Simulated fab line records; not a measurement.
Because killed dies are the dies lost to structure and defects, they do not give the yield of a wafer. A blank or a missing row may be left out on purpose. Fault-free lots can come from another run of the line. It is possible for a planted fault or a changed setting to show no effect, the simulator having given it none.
Chamber matching :: flow nand-harc :: NHARC_A_STAIRCASE_TRIM_187 on rie-diel-04: 4 sister chambers
The step chemistry O2, time 211.2 s. 24 wafers are shown with their chamber, then 12 later ones without.

## EACH WAFER AND ITS CHAMBER
wafer: L075.2
chamber: 1
showerhead-plenum-p-Torr (Torr): 3.29
drypump-motor-current-A (A): 6.6
rf-vpp-V (V): 58.0

wafer: L075.5
chamber: 0
showerhead-plenum-p-Torr (Torr): 3.40
drypump-motor-current-A (A): 5.3
rf-vpp-V (V): 56.7

wafer: L075.6
chamber: 3
showerhead-plenum-p-Torr (Torr): 3.74
drypump-motor-current-A (A): 6.0
rf-vpp-V (V): 57.7

wafer: L076.2
chamber: 3
showerhead-plenum-p-Torr (Torr): 3.74
drypump-motor-current-A (A): 6.0
rf-vpp-V (V): 58.1

wafer: L076.3
chamber: 0
showerhead-plenum-p-Torr (Torr): 3.40
drypump-motor-current-A (A): 5.2
rf-vpp-V (V): 57.3

wafer: L076.6
chamber: 1
showerhead-plenum-p-Torr (Torr): 3.29
drypump-motor-current-A (A): 6.6
rf-vpp-V (V): 56.4

wafer: L078.1
chamber: 0
showerhead-plenum-p-Torr (Torr): 3.40
drypump-motor-current-A (A): 5.3
rf-vpp-V (V): 57.0

wafer: L078.4
chamber: 0
showerhead-plenum-p-Torr (Torr): 3.40
drypump-motor-current-A (A): 5.3
rf-vpp-V (V): 58.2

wafer: L078.6
chamber: 3
showerhead-plenum-p-Torr (Torr): 3.74
drypump-motor-current-A (A): 6.0
rf-vpp-V (V): 57.8

wafer: L079.1
chamber: 1
showerhead-plenum-p-Torr (Torr): 3.29
drypump-motor-current-A (A): 6.6
rf-vpp-V (V): 56.1

wafer: L079.3
chamber: 2
showerhead-plenum-p-Torr (Torr): 3.63
drypump-motor-current-A (A): 6.3
rf-vpp-V (V): 57.6

wafer: L079.5
chamber: 0
showerhead-plenum-p-Torr (Torr): 3.40
drypump-motor-current-A (A): 5.3
rf-vpp-V (V): 56.2

wafer: L080.1
chamber: 0
showerhead-plenum-p-Torr (Torr): 3.40
drypump-motor-current-A (A): 5.3
rf-vpp-V (V): 56.5

wafer: L080.2
chamber: 2
showerhead-plenum-p-Torr (Torr): 3.62
drypump-motor-current-A (A): 6.3
rf-vpp-V (V): 57.5

wafer: L080.3
chamber: 1
showerhead-plenum-p-Torr (Torr): 3.28
drypump-motor-current-A (A): 6.6
rf-vpp-V (V): 55.7

wafer: L081.1
chamber: 2
showerhead-plenum-p-Torr (Torr): 3.62
drypump-motor-current-A (A): 6.2
rf-vpp-V (V): 57.9

wafer: L081.3
chamber: 1
showerhead-plenum-p-Torr (Torr): 3.28
drypump-motor-current-A (A): 6.6
rf-vpp-V (V): 57.7

wafer: L081.6
chamber: 1
showerhead-plenum-p-Torr (Torr): 3.28
drypump-motor-current-A (A): 6.6
rf-vpp-V (V): 56.2

wafer: L083.2
chamber: 3
showerhead-plenum-p-Torr (Torr): 3.73
drypump-motor-current-A (A): 6.0
rf-vpp-V (V): 58.2

wafer: L083.4
chamber: 2
showerhead-plenum-p-Torr (Torr): 3.62
drypump-motor-current-A (A): 6.2
rf-vpp-V (V): 58.6

wafer: L083.5
chamber: 0
showerhead-plenum-p-Torr (Torr): 3.39
drypump-motor-current-A (A): 5.2
rf-vpp-V (V): 58.3

wafer: L086.2
chamber: 2
showerhead-plenum-p-Torr (Torr): 3.61
drypump-motor-current-A (A): 6.2
rf-vpp-V (V): 57.6

wafer: L086.4
chamber: 3
showerhead-plenum-p-Torr (Torr): 3.72
drypump-motor-current-A (A): 6.0
rf-vpp-V (V): 58.7

wafer: L086.5
chamber: 0
showerhead-plenum-p-Torr (Torr): 3.39
drypump-motor-current-A (A): 5.3
rf-vpp-V (V): 57.2

SIGNATURES, as means of the wafers listed above
reading: showerhead-plenum-p-Torr
chamber 0: 3.3975
chamber 1: 3.2850
chamber 2: 3.6200
chamber 3: 3.7340
scatter within a chamber: 0.0064

reading: drypump-motor-current-A
chamber 0: 5.275
chamber 1: 6.600
chamber 2: 6.240
chamber 3: 6.000
scatter within a chamber: 0.0367

reading: rf-vpp-V
chamber 0: 57.175
chamber 1: 56.683
chamber 2: 57.840
chamber 3: 58.100
scatter within a chamber: 0.701
Rule: for a wafer and a chamber, the distance is found by dividing, reading by reading, the gap between the wafer's reading and the chamber's mean by the reading's scatter, squaring, summing and taking the root. If the next closest chamber is less than 2 further off than the closest, the wafer can't be placed; otherwise it belongs to the closest. The scatter: take each reading less its chamber's mean, square it, sum over the shown wafers, divide by the number of wafers less the number of chambers, and take the root.

## WAFERS MISSING THEIR CHAMBER
wafer: L089.1
showerhead-plenum-p-Torr (Torr): 3.61
drypump-motor-current-A (A): 6.2
rf-vpp-V (V): 57.9

wafer: L089.2
showerhead-plenum-p-Torr (Torr): 3.71
drypump-motor-current-A (A): 6.0
rf-vpp-V (V): 55.9

wafer: L089.5
showerhead-plenum-p-Torr (Torr): 3.61
drypump-motor-current-A (A): 6.2
rf-vpp-V (V): 57.4

wafer: L088.1
showerhead-plenum-p-Torr (Torr): 3.71
drypump-motor-current-A (A): 6.0
rf-vpp-V (V): 59.1

wafer: L088.2
showerhead-plenum-p-Torr (Torr): 3.28
drypump-motor-current-A (A): 6.6
rf-vpp-V (V): 58.5

wafer: L088.3
showerhead-plenum-p-Torr (Torr): 3.60
drypump-motor-current-A (A): 6.2
rf-vpp-V (V): 58.8

wafer: L097.3
showerhead-plenum-p-Torr (Torr): 3.37
drypump-motor-current-A (A): 5.2
rf-vpp-V (V): 56.7

wafer: L097.4
showerhead-plenum-p-Torr (Torr): 3.59
drypump-motor-current-A (A): 6.2
rf-vpp-V (V): 57.5

wafer: L097.6
showerhead-plenum-p-Torr (Torr): 3.59
drypump-motor-current-A (A): 6.2
rf-vpp-V (V): 57.7

wafer: L096.2
showerhead-plenum-p-Torr (Torr): 3.70
drypump-motor-current-A (A): 6.0
rf-vpp-V (V): 57.4

wafer: L096.3
showerhead-plenum-p-Torr (Torr): 3.37
drypump-motor-current-A (A): 5.3
rf-vpp-V (V): 57.7

wafer: L096.6
showerhead-plenum-p-Torr (Torr): 3.59
drypump-motor-current-A (A): 6.2
rf-vpp-V (V): 57.3

## WHICH CHAMBER EACH WENT THROUGH
wafer: L089.1
from the rows above: 2
in truth: 2

wafer: L089.2
from the rows above: 3
in truth: 3

wafer: L089.5
from the rows above: 2
in truth: 2

wafer: L088.1
from the rows above: 3
in truth: 3

wafer: L088.2
from the rows above: 1
in truth: 1

wafer: L088.3
from the rows above: 2
in truth: 2

wafer: L097.3
from the rows above: 0
in truth: 0

wafer: L097.4
from the rows above: 2
in truth: 2

wafer: L097.6
from the rows above: 2
in truth: 2

wafer: L096.2
from the rows above: 3
in truth: 3

wafer: L096.3
from the rows above: 0
in truth: 0

wafer: L096.6
from the rows above: 2
in truth: 2
12 of 12 placed correctly. Left unplaced by these rows: 0. Number placed wrongly: 0.
